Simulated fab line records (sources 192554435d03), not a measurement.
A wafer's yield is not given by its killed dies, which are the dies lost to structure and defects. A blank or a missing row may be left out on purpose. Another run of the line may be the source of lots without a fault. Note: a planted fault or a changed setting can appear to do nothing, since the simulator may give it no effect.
Lot-split experiment / flow n5_finfet / 21 wafers read from 7 lots, route of 1938 steps

## ABOUT THE SPLIT
At N5_PASSIVATION_ETCH_54 (etches SiO2 in CHF3/O2, target depth 880 nm, time 440 s), the setting bias_w was moved away from the recipe's 170 W on 7 of the 21 wafers read, by -10.3% to +11.0%. This setting was run at the recipe's value on the other wafers.

The reading comes from the split's own step.

## THE READING
rf_vpp_V, in V, at N5_PASSIVATION_ETCH_54 (etches SiO2 in CHF3/O2, target depth 880 nm, time 440 s). On this fab line, fault-free wafers typically give 523 V with a standard deviation of 13 V.

wafer=L080.1; tool, chamber at the split=rie_diel-06, 0; bias_w as run, W=152.7; against the recipe=-10.2%; rf_vpp_V, V=481; against lot-mates on the recipe=-41
wafer=L080.2; tool, chamber at the split=rie_diel-06, 2; bias_w as run, W=152.7; against the recipe=-10.2%; rf_vpp_V, V=469; against lot-mates on the recipe=-53
wafer=L080.3; tool, chamber at the split=rie_diel-06, 1; bias_w as run, W=170; against the recipe=recipe; rf_vpp_V, V=522; against lot-mates on the recipe=-
wafer=L081.2; tool, chamber at the split=rie_diel-06, 0; bias_w as run, W=170; against the recipe=recipe; rf_vpp_V, V=523; against lot-mates on the recipe=-
wafer=L081.5; tool, chamber at the split=rie_diel-06, 0; bias_w as run, W=170; against the recipe=recipe; rf_vpp_V, V=524; against lot-mates on the recipe=-
wafer=L081.6; tool, chamber at the split=rie_diel-06, 1; bias_w as run, W=170; against the recipe=recipe; rf_vpp_V, V=521; against lot-mates on the recipe=-
wafer=L084.1; tool, chamber at the split=rie_diel-06, 3; bias_w as run, W=158.6; against the recipe=-6.7%; rf_vpp_V, V=484; against lot-mates on the recipe=-40
wafer=L084.4; tool, chamber at the split=rie_diel-06, 1; bias_w as run, W=170; against the recipe=recipe; rf_vpp_V, V=522; against lot-mates on the recipe=-
wafer=L084.6; tool, chamber at the split=rie_diel-06, 0; bias_w as run, W=170; against the recipe=recipe; rf_vpp_V, V=525; against lot-mates on the recipe=-
wafer=L083.4; tool, chamber at the split=rie_diel-03, 3; bias_w as run, W=170; against the recipe=recipe; rf_vpp_V, V=511; against lot-mates on the recipe=-
wafer=L083.5; tool, chamber at the split=rie_diel-03, 1; bias_w as run, W=170; against the recipe=recipe; rf_vpp_V, V=535; against lot-mates on the recipe=-
wafer=L083.6; tool, chamber at the split=rie_diel-03, 0; bias_w as run, W=170; against the recipe=recipe; rf_vpp_V, V=533; against lot-mates on the recipe=-
wafer=L086.1; tool, chamber at the split=rie_diel-02, 1; bias_w as run, W=152.5; against the recipe=-10.3%; rf_vpp_V, V=497; against lot-mates on the recipe=-14
wafer=L086.3; tool, chamber at the split=rie_diel-02, 2; bias_w as run, W=152.5; against the recipe=-10.3%; rf_vpp_V, V=468; against lot-mates on the recipe=-43
wafer=L086.5; tool, chamber at the split=rie_diel-02, 2; bias_w as run, W=170; against the recipe=recipe; rf_vpp_V, V=511; against lot-mates on the recipe=-
wafer=L093.2; tool, chamber at the split=rie_diel-03, 0; bias_w as run, W=188.7; against the recipe=+11.0%; rf_vpp_V, V=577; against lot-mates on the recipe=+41
wafer=L093.3; tool, chamber at the split=rie_diel-03, 2; bias_w as run, W=188.7; against the recipe=+11.0%; rf_vpp_V, V=590; against lot-mates on the recipe=+54
wafer=L093.5; tool, chamber at the split=rie_diel-03, 1; bias_w as run, W=170; against the recipe=recipe; rf_vpp_V, V=536; against lot-mates on the recipe=-
wafer=L095.3; tool, chamber at the split=rie_diel-03, 2; bias_w as run, W=170; against the recipe=recipe; rf_vpp_V, V=544; against lot-mates on the recipe=-
wafer=L095.4; tool, chamber at the split=rie_diel-03, 1; bias_w as run, W=170; against the recipe=recipe; rf_vpp_V, V=536; against lot-mates on the recipe=-
wafer=L095.6; tool, chamber at the split=rie_diel-03, 0; bias_w as run, W=170; against the recipe=recipe; rf_vpp_V, V=531; against lot-mates on the recipe=-

THE FIT
A straight line over all 21 wafers: rf_vpp_V changes by +4.97 V for each +1% of bias_w; r = +0.95; the points scatter about the line by 10 V.
The same after taking each lot's own level away (the mean of its wafers on the recipe; 21 wafers): +4.06 V for each +1%; r = +0.93; scatter 9.2 V.
According to that fit, moving bias_w by its largest amount changes the reading by 45 V.
Measured against the standard deviation above, the lots' own levels, which go from 511.0 to 537.0 V, span 2.0 times it.
So the slope is not independent of the lot-to-lot level: the two fits are not the same.
Check: +46.5 V against its lot-mates is what the line predicts for one of the wafers moved furthest among these (+11.0%) when that wafer is left out of the fit. Against them it came out at +41 V.
Tool readings at the split's step, against how far the setting was moved: rf_vpp_V r = +0.95.

## OTHER SPLITS ON THESE WAFERS
Note: prior to the reading, these wafers also went through further splits. Each is held against what the fit with the lots' levels taken away leaves over:
other split on the same wafers=N5_BEOL_M12_STRIP_63 h2_flow_sccm; wafers away from the commonest value=5; r with rf_vpp_V (lot level and that fit taken away)=+0.15
other split on the same wafers=N5_BEOL_M12_ETCH_68 time_s; wafers away from the commonest value=7; r with rf_vpp_V (lot level and that fit taken away)=+0.01
other split on the same wafers=N5_BEOL_M12_SPUTTER_44 time_s; wafers away from the commonest value=4; r with rf_vpp_V (lot level and that fit taken away)=+0.09
other split on the same wafers=N5_BEOL_M13_SPUTTER_44 power_w; wafers away from the commonest value=8; r with rf_vpp_V (lot level and that fit taken away)=-0.31
other split on the same wafers=N5_BEOL_M14_DEP_53 time_s; wafers away from the commonest value=7; r with rf_vpp_V (lot level and that fit taken away)=-0.11
other split on the same wafers=N5_BEOL_M15_ILD_DEP_00 temp_c; wafers away from the commonest value=8; r with rf_vpp_V (lot level and that fit taken away)=-0.42
other split on the same wafers=N5_BEOL_M15_ETCH_61 time_s; wafers away from the commonest value=8; r with rf_vpp_V (lot level and that fit taken away)=+0.06
other split on the same wafers=N5_PASSIVATION_EXPOSE_27 dose_mj; wafers away from the commonest value=7; r with rf_vpp_V (lot level and that fit taken away)=-0.18
other split on the same wafers=N5_PASSIVATION_PEB_28 peb_time_s; wafers away from the commonest value=as run: not given for these wafers; r with rf_vpp_V (lot level and that fit taken away)=-

## THE FILE'S OWN FIT
rf_vpp_V changes by +4.14 V for each +1% of bias_w, r = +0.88.
